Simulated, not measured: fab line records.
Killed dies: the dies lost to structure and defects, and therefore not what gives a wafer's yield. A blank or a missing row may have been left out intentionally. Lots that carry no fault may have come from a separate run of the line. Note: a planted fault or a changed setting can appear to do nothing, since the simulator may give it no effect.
Split-lot study | flow n5_finfet | 21 wafers read across 7 lots, on a route 1938 steps long

== THE SPLIT ITSELF ==
At N5_BEOL_M0_SAQP_SPACER2_ALD_26 (deposits SiO2, target thk 15 nm, pulse time 1 s, purge time 2 s), the setting target_thk_a was moved away from the recipe's 150 angstrom on 9 of the 21 wafers read, by -4.3% to +13.0%. The other wafers ran this setting at the recipe's value.

== FROM THE SPLIT TO THE READING: what the file shows between them, 2 steps ==
- N5_BEOL_M0_SAQP_SPACER2_ETCHBACK_27: etches SiO2 in CHF3/O2, target depth 22.5 nm, time 11.25 s
- N5_BEOL_M0_SAQP_MANDREL2_REMOVE_110: chemistry HBr/Cl2/O2, target a-Si, stops on SiCN, bt time 10 s

== THE READING ==
cd_nm, in nm, at N5_BEOL_M0_SAQP_CD_MEAS_29 (target cd 14.4 nm). Fault-free wafers of this fab line usually give 14.98 nm, standard deviation 0.23 nm.

wafer  | tool, chamber at the split | target_thk_a as run, angstrom | against the recipe | cd_nm, nm | against lot-mates on the recipe
L075.1 | ald_sin-02, 1              | 143.9                         | -4.1%              | 14.04     | -1.05
L075.5 | ald_sin-02, 3,2            | 150                           | recipe             | 15.35     | -
L075.6 | ald_sin-02, 3,2            | 150                           | recipe             | 14.84     | -
L078.3 | ald_sin-03, 0,3            | 143.6                         | -4.3%              | 14.22     | -0.87
L078.5 | ald_sin-03, 0,3            | 143.6                         | -4.3%              | 14.69     | -0.40
L078.6 | ald_sin-03, 0              | 150                           | recipe             | 15.09     | -
L079.2 | ald_sin-04, 3,2            | 150                           | recipe             | 14.67     | -
L079.4 | ald_sin-04, 3,2            | 150                           | recipe             | 14.98     | -
L079.6 | ald_sin-04, 0              | 168.5                         | +12.3%             | 16.62     | +1.80
L085.1 | ald_sin-02, 1,2            | 169.5                         | +13.0%             | 16.61     | +1.57
L085.2 | ald_sin-02, 1,2            | 169.5                         | +13.0%             | 16.65     | +1.61
L085.3 | ald_sin-02, 0              | 150                           | recipe             | 15.04     | -
L091.3 | ald_sin-02, 1,3,1          | 150                           | recipe             | 14.92     | -
L091.4 | ald_sin-02, 1,3,1          | 150                           | recipe             | 14.97     | -
L091.5 | ald_sin-02, 1,3,1          | 150                           | recipe             | 14.72     | -
L092.2 | ald_sin-03, 2,1,2          | 150                           | recipe             | 14.71     | -
L092.3 | ald_sin-03, 2,1,2          | 150                           | recipe             | 14.86     | -
L092.5 | ald_sin-03, 2,1,2          | 150                           | recipe             | 14.68     | -
L093.3 | ald_sin-02, 0              | 163.8                         | +9.2%              | 16.34     | no lot-mate on the recipe
L093.4 | ald_sin-02, 1,2            | 163.8                         | +9.2%              | 16.48     | no lot-mate on the recipe
L093.5 | ald_sin-02, 1,2            | 163.8                         | +9.2%              | 16.19     | no lot-mate on the recipe
The file does not say which wafer passed through which chamber wherever a row lists several chambers: such a row stands for several wafers.

FIT RESULTS
A straight line over all 21 wafers: cd_nm changes by +0.141 nm for each +1% of target_thk_a; r = +0.97; the points scatter about the line by 0.21 nm.
The same after taking each lot's own level away (the mean of its wafers on the recipe; 18 wafers): +0.137 nm for each +1%; r = +0.97; scatter 0.2 nm.
On that fit, the largest move of target_thk_a shifts the reading by 1.8 nm.
The span of the lots' own levels, 14.750 to 15.095 nm, comes to 1.5 times the standard deviation stated above.
Consequently the slope shifts little with the lot-to-lot level, the two slopes agreeing.
Check: +1.81 nm against its lot-mates is what the line predicts for one of the wafers moved furthest among these (+13.0%) when that wafer is left out of the fit. It came out at +1.57 nm against them.

== THE WHOLE CHAIN: every reading that the file lists as answering this split, in the file's order ==
step                                | what it does                                                    | reading                                                                                     | change (the file's fit)               | r (the file's)
N5_BEOL_M0_SAQP_SPACER2_ALD_26      | deposits SiO2, target thk 15 nm, pulse time 1 s, purge time 2 s | SiO2_of_BEOL_M0_SAQP_SPACER2_ALD_26.thk_nm (the simulator's own value, which no gauge read) | +0.142 nm for each +1% of the setting | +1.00
N5_BEOL_M0_SAQP_MANDREL2_REMOVE_110 | chemistry HBr/Cl2/O2, target a-Si, stops on SiCN, bt time 10 s  | BEOL_M0_SAQP.cd_nm (the simulator's own value, which no gauge read)                         | +0.135 nm for each +1% of the setting | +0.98
N5_BEOL_M0_SAQP_MANDREL2_REMOVE_110 | chemistry HBr/Cl2/O2, target a-Si, stops on SiCN, bt time 10 s  | SiO2_of_BEOL_M0_SAQP_SPACER2_ALD_26.thk_nm (the simulator's own value, which no gauge read) | +0.148 nm for each +1% of the setting | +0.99
N5_BEOL_M0_SAQP_CD_MEAS_29          | target cd 14.4 nm                                               | cd_nm                                                                                       | +0.14 nm for each +1% of the setting  | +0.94

== THE FILE'S OWN FIT ==
cd_nm changes by +0.14 nm for each +1% of target_thk_a, r = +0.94.
